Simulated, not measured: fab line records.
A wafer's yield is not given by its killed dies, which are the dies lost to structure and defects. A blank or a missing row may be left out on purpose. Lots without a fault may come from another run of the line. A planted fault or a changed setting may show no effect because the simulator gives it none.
Split-lot trial | flow n5Finfet | on a route of 1938 steps: 7 lots, 21 wafers read

== SPLIT DETAILS ==
At N5_PASSIVATION_ETCH_54 (etches SiO2 in CHF3/O2, target depth 880 nm, time 440 s), the setting biasW was moved away from the recipe's 170 W on 2 of the 21 wafers read, by -10.5% to +13.0%. The other wafers ran this setting at the recipe's value.

The split's own step is where the reading is taken.

== THE READING ==
rfVppV, in V, at N5_PASSIVATION_ETCH_54 (etches SiO2 in CHF3/O2, target depth 880 nm, time 440 s). A value of 527 V with a standard deviation of 7.4 V is what fault-free wafers of this fab line usually give.

wafer  | tool, chamber at the split | biasW as run, W | against the recipe | rfVppV, V | against lot-mates on the recipe
L075.1 | rieDiel-06, 3              | 170             | recipe             | 541       | -
L075.2 | rieDiel-06, 1              | 170             | recipe             | 516       | -
L075.4 | rieDiel-06, 0              | 170             | recipe             | 524       | -
L078.2 | rieDiel-05, 2              | 170             | recipe             | 535       | -
L078.5 | rieDiel-05, 0              | 192.1           | +13.0%             | 573       | +42
L078.6 | rieDiel-05, 3              | 170             | recipe             | 527       | -
L080.2 | rieDiel-05, 0              | 170             | recipe             | 519       | -
L080.3 | rieDiel-05, 1              | 170             | recipe             | 526       | -
L080.5 | rieDiel-05, 1              | 170             | recipe             | 524       | -
L079.1 | rieDiel-06, 0              | 170             | recipe             | 525       | -
L079.3 | rieDiel-06, 2              | 170             | recipe             | 529       | -
L079.4 | rieDiel-06, 1              | 152.1           | -10.5%             | 471       | -56
L082.3 | rieDiel-05, 2              | 170             | recipe             | 536       | -
L082.4 | rieDiel-05, 1              | 170             | recipe             | 524       | -
L082.5 | rieDiel-05, 0              | 170             | recipe             | 518       | -
L088.1 | rieDiel-06, 3              | 170             | recipe             | 540       | -
L088.5 | rieDiel-06, 0              | 170             | recipe             | 524       | -
L088.6 | rieDiel-06, 3              | 170             | recipe             | 540       | -
L089.1 | rieDiel-01, 1              | 170             | recipe             | 526       | -
L089.4 | rieDiel-01, 1              | 170             | recipe             | 526       | -
L089.6 | rieDiel-01, 3              | 170             | recipe             | 536       | -

FIT RESULTS
A straight line over all 21 wafers: rfVppV changes by +4.24 V for each +1% of biasW; r = +0.89; the points scatter about the line by 8.2 V.
The same after taking each lot's own level away (the mean of its wafers on the recipe; 21 wafers): +4.07 V for each +1%; r = +0.90; scatter 7.5 V.
The reading moves by 53 V for the largest change in biasW, on that fit.
Measured against the standard deviation above, the lots' own levels, which go from 523.0 to 534.7 V, span 1.6 times it.
So the lot-to-lot level changes the slope little: the two slopes agree.
Check: +69.1 V against its lot-mates is what the line predicts for one of the wafers moved furthest among these (+13.0%) when that wafer is left out of the fit. It came out at +42 V against them.
Tool readings at the split's step, against how far the setting was moved: rfVppV r = +0.89.

== OTHER SPLITS APPLIED TO THESE WAFERS ==
These wafers also went through other splits before the reading. Each is held against what the fit with the lots' levels taken away leaves over:
other split on the same wafers | wafers away from the commonest value | r with rfVppV (lot level and that fit taken away)
N5_PASSIVATION_PECVD_55 timeS  | 8                                    | +0.01

== FILE'S OWN FIT ==
rfVppV changes by +4.05 V for each +1% of biasW, r = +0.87.
